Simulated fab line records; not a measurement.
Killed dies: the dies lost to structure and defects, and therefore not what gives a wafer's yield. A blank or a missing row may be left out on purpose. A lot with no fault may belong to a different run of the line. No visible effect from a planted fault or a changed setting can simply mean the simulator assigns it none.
Split-lot trial ; flow n5Finfet ; 21 wafers read from 7 lots, route of 1938 steps

THE SPLIT
At N5_BEOL_M14_SPUTTER_43 (material TaN, target thk 15 nm, time 24.19 s), the setting timeS was moved away from the recipe's 24.19 s on 4 of the 21 wafers read, by +4.6% to +14.8%. The other wafers ran this setting at the recipe's value.

Reading taken at the split's own step.

THE READING
TaN_of_BEOL_M14_SPUTTER_43.thkNm (the simulator's own value, which no gauge read), in nm, at N5_BEOL_M14_SPUTTER_43 (material TaN, target thk 15 nm, time 24.19 s). There is no usual value for it anywhere in the file. Here, 17 wafers ran the recipe; their average is 15.0 nm with a standard deviation of 0.16 nm.

wafer;tool, chamber at the split;timeS as run, s;against the recipe;TaN_of_BEOL_M14_SPUTTER_43.thkNm, nm;against lot-mates on the recipe
L080.1;pvdSputter-01, -;27.77;+14.8%;17.4;+2.2
L080.2;pvdSputter-01, -;24.19;recipe;15.2;-
L080.3;pvdSputter-01, -;24.19;recipe;15.2;-
L082.2;pvdSputter-03, -;24.19;recipe;14.8;-
L082.3;pvdSputter-03, -;24.19;recipe;15.2;-
L082.6;pvdSputter-03, -;24.19;recipe;15;-
L085.4;pvdSputter-03, -;24.19;recipe;15.2;-
L085.5;pvdSputter-03, -;24.19;recipe;14.8;-
L085.6;pvdSputter-03, -;24.19;recipe;15;-
L088.1;pvdSputter-01, -;24.19;recipe;15.2;-
L088.6;pvdSputter-01, -;24.19;recipe;15.2;-
L088.5;pvdSputter-01, -;24.19;recipe;15;-
L094.1;pvdSputter-01, -;25.31;+4.6%;15.6;+0.5
L094.2;pvdSputter-01, -;24.19;recipe;15.2;-
L094.5;pvdSputter-01, -;24.19;recipe;15;-
L097.3;pvdSputter-02, -;27.27;+12.7%;17.2;+2.0
L097.4;pvdSputter-02, -;24.19;recipe;15.2;-
L097.6;pvdSputter-02, -;27.27;+12.7%;17;+1.8
L096.3;pvdSputter-02, -;24.19;recipe;14.8;-
L096.5;pvdSputter-02, -;24.19;recipe;14.8;-
L096.4;pvdSputter-02, -;24.19;recipe;15;-

THE FIT
A straight line over all 21 wafers: TaN_of_BEOL_M14_SPUTTER_43.thkNm changes by +0.159 nm for each +1% of timeS; r = +0.98; the points scatter about the line by 0.16 nm.
The same after taking each lot's own level away (the mean of its wafers on the recipe; 21 wafers): +0.148 nm for each +1%; r = +0.99; scatter 0.12 nm.
According to that fit, moving timeS by its largest amount changes the reading by 2.2 nm.
From 14.87 to 15.20 nm: that is the span of the lots' own levels, equal to 2.1 times the standard deviation above.
So the lot-to-lot level changes the slope little: the two slopes agree.
Check: for one of the wafers moved furthest among these (+14.8%), held out of the fit, the line's prediction against its lot-mates is +2.17 nm. Against them it came out at +2.2 nm.

THESE WAFERS: OTHER SPLITS
Note: prior to the reading, these wafers also went through further splits. Each is held against what the fit with the lots' levels taken away leaves over:
other split on the same wafers;wafers away from the commonest value;r with TaN_of_BEOL_M14_SPUTTER_43.thkNm (lot level and that fit taken away)
N5_BEOL_M10_DESCUM_16 timeS;8;+0.18
N5_BEOL_M11_VIA_ETCH_34 timeS;5;+0.08
N5_BEOL_M11_ETCH_41 timeS;3;-0.28
N5_BEOL_M13_ILD_DEP_00 timeS;7;+0.15
N5_BEOL_M13_EXPOSE_07 doseMj;9;-0.02

FILE'S OWN FIT
TaN_of_BEOL_M14_SPUTTER_43.thkNm changes by +0.147 nm for each +1% of timeS, r = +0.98.
